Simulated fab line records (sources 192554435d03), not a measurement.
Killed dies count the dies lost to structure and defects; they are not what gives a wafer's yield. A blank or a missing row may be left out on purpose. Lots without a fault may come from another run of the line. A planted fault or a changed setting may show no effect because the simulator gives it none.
The same fault as seen by 2 desks    flow n5-finfet    only its own numbers are on each desk; what lay behind them is given at the end

== THE TOOL OWNER'S DESK: rie-diel-02 ==
The tool's own readings at N5_BEOL_M7_TRENCH_ETCH_37 (etches SiCOH lowk in C4F6/O2, target depth 93.478 nm, time 31.2 s): means of the sampled wafers that have a number, for each lot that ran on this tool. Marked OUT: a lot whose mean sits more than 4 standard deviations from the usual mean, which makes it out of limits; the brackets give that distance.
Columns: A = drypump-motor-current-A at N5_BEOL_M7_TRENCH_ETCH_37, usual 5.3 A; B = oes_f_703_au at N5_BEOL_M7_TRENCH_ETCH_37, usual 0.77 a.u.; C = oes-product-au at N5_BEOL_M7_TRENCH_ETCH_37, usual 0.77 a.u.; D = rf-fwd-power-W at N5_BEOL_M7_TRENCH_ETCH_37, usual 340.6 W; E = rf-vpp-V at N5_BEOL_M7_TRENCH_ETCH_37, usual 667 V; F = showerhead-plenum-p-Torr at N5_BEOL_M7_TRENCH_ETCH_37, usual 2.91 Torr; G = throttle-valve-pct at N5_BEOL_M7_TRENCH_ETCH_37, usual 20.92 %
lot   first seen here  A    B     C     D                E               F     G
L300  day 10 03:59     5.0  0.74  0.72  341.1            670             2.95  21.15
L302  day 11 00:40     5.0  0.82  0.81  342.6            666             2.99  21.15
L312  day 14 02:44     5.2  0.72  0.72  341.3            667             2.94  20.87
L321  day 16 19:33     5.0  0.63  0.74  285.4 (-31) OUT  734 (+11) OUT   2.97  21.20
L322  day 17 10:51     5.1  0.77  0.81  312.8 (-15) OUT  702 (+5.6) OUT  2.95  20.97
This desk's verdict: out of limits on L321, L322, starting with L321 at day 16 19:33 (rf-fwd-power-W at N5_BEOL_M7_TRENCH_ETCH_37). L300, L302, L312: within limits.

== AT THE METROLOGY DESK ==
What the gauges read for every lot (on any tool): the sampled wafers with a number, averaged. Marked OUT: a lot whose mean sits more than 4 standard deviations from the usual mean, which makes it out of limits; the brackets give that distance.
Columns: A = trench-depth-nm at N5_BEOL_M7_OCD_MEAS_38, usual 92.8 nm; B = M7_THK at N5_BEOL_M7_THK_MEAS_53, usual 79.2 nm; C = M7_RS at N5_BEOL_M7_RS_MEAS_57, usual 0.290 ohm/sq
lot   first seen here  A                B                C
L300  day 10 04:09     92.2             78.7             0.290
L302  day 11 00:49     93.2             79.3             0.290
L303  day 11 02:45     91.7             77.4             0.296
L304  day 11 08:52     93.1             77.4             0.293
L307  day 11 20:56     92.6             77.9             0.294
L312  day 14 02:53     92.0             77.8             0.298
L321  day 16 19:43     85.9 (-6.9) OUT  72.3 (-4.3) OUT  0.324 (+5.6) OUT
L323  day 16 23:28     94.0             80.9             0.283
L322  day 17 11:01     89.6             74.8             0.311
This desk's verdict: out of limits on L321, starting with L321 at day 16 19:43 (trench-depth-nm at N5_BEOL_M7_OCD_MEAS_38). L300, L302, L303, L304, L307, L312, L323, L322: within limits.

== ALL TOGETHER ==
The tool owner's desk had the chance to raise an alarm at day 16 19:33 on L321, L322.
L321 would have let the metrology desk raise an alarm at day 16 19:43.
The metrology desk holds a record of L322, inside its limits.
Every lot named ran N5_BEOL_M7_TRENCH_ETCH_37 on rie-diel-02.

== WHAT HAD BEEN PUT IN BY THE SIMULATOR ==
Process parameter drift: rie-diel-02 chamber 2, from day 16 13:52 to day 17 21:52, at N5_BEOL_M7_TRENCH_ETCH_37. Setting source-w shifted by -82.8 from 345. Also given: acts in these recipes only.
Shown lots that were struck: L321, L322.
Counting hours from when the fault started, the first reading out of limits came at 6 for the tool owner's desk and at 6 for the metrology desk.
